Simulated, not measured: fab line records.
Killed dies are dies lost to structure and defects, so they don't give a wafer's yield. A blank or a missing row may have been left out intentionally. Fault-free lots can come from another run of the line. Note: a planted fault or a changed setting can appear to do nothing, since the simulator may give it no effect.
The tool behind it: which one? + flow n5-finfet + 11 lots, 30 wafers sampled, at 5 steps of a route of 1938

WHAT THE GAUGES READ, wafer by wafer
N5_BEOL_M4_RC_MEAS_101.
| lot  | measured     | on        | DIBL_N (mV/V)  | DIBL_P (mV/V)  | IOFF_N (nA/um) | IOFF_P (nA/um) | ION_N (uA/um) | ION_P (uA/um) | REXT_N (ohm.um) | REXT_P (ohm.um)   | SS_N (mV/dec)  | SS_P (mV/dec)  | VT_N (mV)   | VT_P (mV)      |
|------|--------------|-----------|----------------|----------------|----------------|----------------|---------------|---------------|-----------------|-------------------|----------------|----------------|-------------|----------------|
| L200 | day 8 04:23  | prober-01 | 35.4 36.9 35.3 | 35.3 37.8 34.9 | 0.13 0.17 0.14 | 0.22 0.29 0.23 | 672 694 674   | 466 484 476   | 75.5 75.2 75.3  | 100.8 99.6 101.1  | 71.4 71.1 70.7 | 72.4 73.3 73.0 | 255 249 252 | -249 -244 -246 |
| L202 | day 8 14:21  | prober-02 | 36.6 33.5 35.1 | 35.9 32.5 35.4 | 0.17 0.11 0.15 | 0.19 0.15 0.18 | 673 657 676   | 449 450 457   | 77.4 77.6 77.3  | 102.7 101.5 102.7 | 71.5 70.8 71.1 | 73.4 71.8 72.0 | 250 252 250 | -251 -254 -251 |
| L203 | day 8 21:01  | prober-02 | 32.6 29.3 34.5 | 34.6 29.7 34.9 | 0.12 0.08 0.14 | 0.18 0.12 0.18 | 668 652 655   | 462 450 451   | 76.6 75.4 75.0  | 104.3 103.9 106.1 | 70.5 70.0 71.0 | 72.7 71.0 71.9 | 254 260 252 | -248 -254 -251 |
| L204 | day 9 03:10  | prober-01 | 36.8 36.2 34.8 | 36.1 35.4 34.8 | 0.18 0.15 0.15 | 0.25 0.24 0.23 | 681 673 678   | 471 474 472   | 76.1 76.6 76.0  | 102.3 101.6 101.3 | 72.3 71.4 71.2 | 73.8 74.1 73.0 | 249 250 249 | -244 -245 -247 |
| L205 | day 9 22:53  | prober-02 | 35.2 36.6 34.1 | 35.6 37.7 34.7 | 0.13 0.16 0.12 | 0.18 0.22 0.16 | 658 671 672   | 448 462 462   | 76.1 75.7 76.0  | 99.1 96.1 98.0    | 72.0 72.2 71.5 | 73.5 73.9 73.3 | 252 248 252 | -258 -254 -255 |
| L207 | day 9 22:11  | prober-01 | 34.1 36.5 36.3 | 32.5 35.7 35.0 | 0.12 0.17 0.16 | 0.19 0.24 0.22 | 672 682 675   | 468 464 459   | 76.2 76.9 76.6  | 99.4 101.4 100.5  | 71.3 71.4 71.6 | 72.5 73.8 72.7 | 253 247 249 | -250 -247 -247 |
| L213 | day 11 12:02 | prober-01 | 37.3 33.9      | 38.2 34.9      | 0.20 0.13      | 0.27 0.18      | 694 663       | 477 459       | 68.3 72.5       | 97.1 101.5        | 71.0 71.3      | 73.5 72.6      | 245 251     | -246 -253      |
| L214 | day 11 17:13 | prober-01 | 39.4 34.1      | 38.9 34.6      | 0.26 0.15      | 0.33 0.23      | 700 679       | 485 469       | 72.6 77.0       | 93.7 99.1         | 72.1 70.5      | 74.0 73.6      | 241 250     | -241 -245      |
| L216 | day 12 02:34 | prober-01 | 40.2 36.2      | 38.8 35.4      | 0.26 0.16      | 0.32 0.21      | 703 671       | 482 462       | 70.4 76.3       | 93.2 99.8         | 72.8 72.0      | 73.3 73.4      | 240 250     | -242 -251      |
| L219 | day 13 02:40 | prober-01 | 38.3 38.3 37.5 | 40.2 39.0 37.9 | 0.22 0.20 0.18 | 0.28 0.26 0.24 | 679 685 678   | 470 476 464   | 73.7 73.9 73.6  | 97.8 97.4 98.2    | 72.5 72.2 72.2 | 74.3 73.0 73.7 | 247 246 248 | -245 -246 -247 |
| L222 | day 13 20:48 | prober-02 | 35.1 37.9 37.0 | 35.2 37.1 36.8 | 0.14 0.18 0.16 | 0.21 0.24 0.24 | 684 691 678   | 470 473 470   | 72.0 70.7 71.8  | 103.0 102.1 102.6 | 71.1 71.3 71.6 | 72.6 74.2 73.5 | 247 248 248 | -248 -248 -248 |

TOOL THAT RAN EACH LOT (tool first, then ch and the chambers of the sampled wafers, then the start)
| lot  | N5_SPACER0_ALD_07                | N5_BEOL_M4_SURFACE_TREAT_85  | N5_BEOL_M4_ANNEAL_82         | N5_BEOL_M4_ANNEAL_93         |
|------|----------------------------------|------------------------------|------------------------------|------------------------------|
| L200 | ald-sin-04 ch 1,2,3, day 2 23:33 | pvd-sputter-01, day 8 00:34  | pvd-sputter-01, day 8 01:22  | pvd-sputter-01, day 8 02:15  |
| L202 | ald-sin-01 ch 1,2, day 3 12:07   | pvd-sputter-02, day 8 09:43  | pvd-sputter-02, day 8 10:29  | pvd-sputter-02, day 8 11:22  |
| L203 | ald-sin-03 ch 0,1, day 3 17:02   | pvd-sputter-01, day 8 16:59  | pvd-sputter-03, day 8 18:16  | pvd-sputter-03, day 8 19:08  |
| L204 | ald-sin-04 ch 0,2,3, day 4 00:45 | pvd-sputter-02, day 8 22:40  | pvd-sputter-02, day 8 23:29  | pvd-sputter-02, day 9 00:22  |
| L205 | ald-sin-01 ch 0,1, day 4 05:33   | pvd-sputter-01, day 9 16:47  | pvd-sputter-01, day 9 17:38  | pvd-sputter-01, day 9 18:31  |
| L207 | ald-sin-04 ch 0,1,3, day 4 17:53 | pvd-sputter-01, day 9 16:44  | pvd-sputter-03, day 9 17:29  | pvd-sputter-03, day 9 18:22  |
| L213 | ald-sin-04 ch 1,2, day 6 10:05   | pvd-sputter-03, day 11 08:55 | pvd-sputter-01, day 11 09:40 | pvd-sputter-01, day 11 10:33 |
| L214 | ald-sin-04 ch 0,2, day 6 14:17   | pvd-sputter-02, day 11 13:59 | pvd-sputter-01, day 11 14:52 | pvd-sputter-01, day 11 15:45 |
| L216 | ald-sin-04 ch 3, day 7 01:11     | pvd-sputter-02, day 11 23:08 | pvd-sputter-03, day 12 00:11 | pvd-sputter-03, day 12 01:04 |
| L219 | ald-sin-03 ch 0,2,3, day 7 17:45 | pvd-sputter-03, day 12 23:35 | pvd-sputter-01, day 13 00:20 | pvd-sputter-01, day 13 01:13 |
| L222 | ald-sin-01 ch 2,3, day 8 15:19   | pvd-sputter-03, day 13 16:23 | pvd-sputter-02, day 13 18:02 | pvd-sputter-02, day 13 18:55 |
- N5_SPACER0_ALD_07: deposits SiNx, target thk 2 nm.
- N5_BEOL_M4_SURFACE_TREAT_85
- N5_BEOL_M4_ANNEAL_82: time 240 s.
- N5_BEOL_M4_ANNEAL_93: time 240 s.

WHAT THE TOOLS THEMSELVES READ (means of the sampled wafers that have a number; where no wafer has one, the mark that the record gives instead)
N5_SPACER0_ALD_07.
| lot  | tool       | heater-power-w (W) |
|------|------------|--------------------|
| L200 | ald-sin-04 | 818                |
| L202 | ald-sin-01 | 803                |
| L203 | ald-sin-03 | 936                |
| L204 | ald-sin-04 | 832                |
| L205 | ald-sin-01 | 816                |
| L207 | ald-sin-04 | 863                |
| L213 | ald-sin-04 | 762                |
| L214 | ald-sin-04 | 789                |
| L216 | ald-sin-04 | 897                |
| L219 | ald-sin-03 | 870                |
| L222 | ald-sin-01 | 785                |

N5_BEOL_M4_ANNEAL_82.
| lot  | tool           | heater-power-w (W) |
|------|----------------|--------------------|
| L200 | pvd-sputter-01 | 954                |
| L202 | pvd-sputter-02 | 752                |
| L203 | pvd-sputter-03 | 882                |
| L204 | pvd-sputter-02 | 832                |
| L205 | pvd-sputter-01 | 835                |
| L207 | pvd-sputter-03 | 901                |
| L213 | pvd-sputter-01 | 906                |
| L214 | pvd-sputter-01 | 790                |
| L216 | pvd-sputter-03 | 861                |
| L219 | pvd-sputter-01 | 871                |
| L222 | pvd-sputter-02 | 783                |

N5_BEOL_M4_ANNEAL_93.
| lot  | tool           | heater-power-w (W) |
|------|----------------|--------------------|
| L200 | pvd-sputter-01 | 944                |
| L202 | pvd-sputter-02 | 740                |
| L203 | pvd-sputter-03 | 899                |
| L204 | pvd-sputter-02 | 830                |
| L205 | pvd-sputter-01 | 847                |
| L207 | pvd-sputter-03 | 902                |
| L213 | pvd-sputter-01 | 903                |
| L214 | pvd-sputter-01 | 795                |
| L216 | pvd-sputter-03 | 870                |
| L219 | pvd-sputter-01 | 868                |
| L222 | pvd-sputter-02 | 789                |

THE ANSWER, worked out from the rows above alone
Rule: usual is defined by the lots themselves. Put in order of their means at a reading, lots are off if they are a third of the lots or fewer, leave a main group of 4 or more, and stand apart from it by a gap of 3 or more times the standard deviation of the main group's means; of several such gaps the widest counts. Not used: any main group whose means are identical at the precision the tables above print for the reading. A lot without any number at a reading at which 4 lots or more have one is off too. All remaining lots with rows at the step are treated as sound. The gauges are gone through in route order, then the tools' own readings, and for those a lot's mean is taken as printed above. At the first step where some lot is off, the reading lying furthest off is the one used; lots without a number count as furthest.
No lot is off on any of the readings shown, so nothing can be concluded from this.

WHAT THE SIMULATOR HAD PUT IN
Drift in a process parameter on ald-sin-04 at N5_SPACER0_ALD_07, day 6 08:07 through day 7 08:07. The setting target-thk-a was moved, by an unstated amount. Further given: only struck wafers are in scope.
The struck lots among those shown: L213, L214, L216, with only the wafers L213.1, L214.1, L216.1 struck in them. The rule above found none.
